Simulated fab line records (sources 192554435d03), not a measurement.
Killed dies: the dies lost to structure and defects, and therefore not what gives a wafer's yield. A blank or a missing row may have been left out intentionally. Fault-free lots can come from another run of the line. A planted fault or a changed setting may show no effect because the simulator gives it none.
Chamber matching | flow n5 finfet | N5_BEOL_M4_ILD_DEP_00 on pecvd-04 has 3 sister chambers
The step deposits SiOC from DEMS/O2, target thk 79 nm, time 15.3 s. 6 wafers are shown with their chamber, then 7 later ones without.

== WAFERS WITH THEIR CHAMBER ==
wafer  | chamber | throttle valve pct (%) | showerhead plenum p Torr (Torr)
L077.6 | 1       | 12.3                   | 5.728
L076.6 | 1       | 12.0                   | 5.728
L084.5 | 2       | 10.5                   | 5.702
L084.6 | 0       | 11.6                   | 5.699
L087.1 | 2       | 10.9                   | 5.690
L087.2 | 0       | 11.7                   | 5.661

== WAFERS WHOSE CHAMBER IS MISSING ==
wafer  | throttle valve pct (%) | showerhead plenum p Torr (Torr)
L087.6 | 11.8                   | 5.673
L091.1 | 12.2                   | 5.689
L091.3 | 12.2                   | 5.727
L091.4 | 10.6                   | 5.701
L097.4 | 11.8                   | 5.677
L097.5 | 11.0                   | 5.699
L097.6 | 11.8                   | 5.726

== CHAMBER TAKEN BY EACH ==
wafer  | from the rows above     | in truth
L087.6 | 0                       | 0
L091.1 | can't be placed: 1 or 0 | 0
L091.3 | 1                       | 1
L091.4 | 2                       | 2
L097.4 | 0                       | 0
L097.5 | can't be placed: 2 or 0 | 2
L097.6 | can't be placed: 1 or 0 | 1
Correctly placed: 4 of 7. From these rows, 3 cannot be placed; in 3 the true chamber is one of the candidates. Placed wrongly: 0.
How it was worked out, from the rows above alone: a wafer's distance from a chamber is the root of the sum, over the readings, of the square of ((its reading less the chamber's mean) divided by the reading's scatter). The wafer belongs to the nearest chamber; if the next one is less than 2 further off, it can't be placed. Each chamber's mean is taken over the wafers shown for it. The scatter: take each reading less its chamber's mean, square it, sum over the shown wafers, divide by the number of wafers less the number of chambers, and take the root.
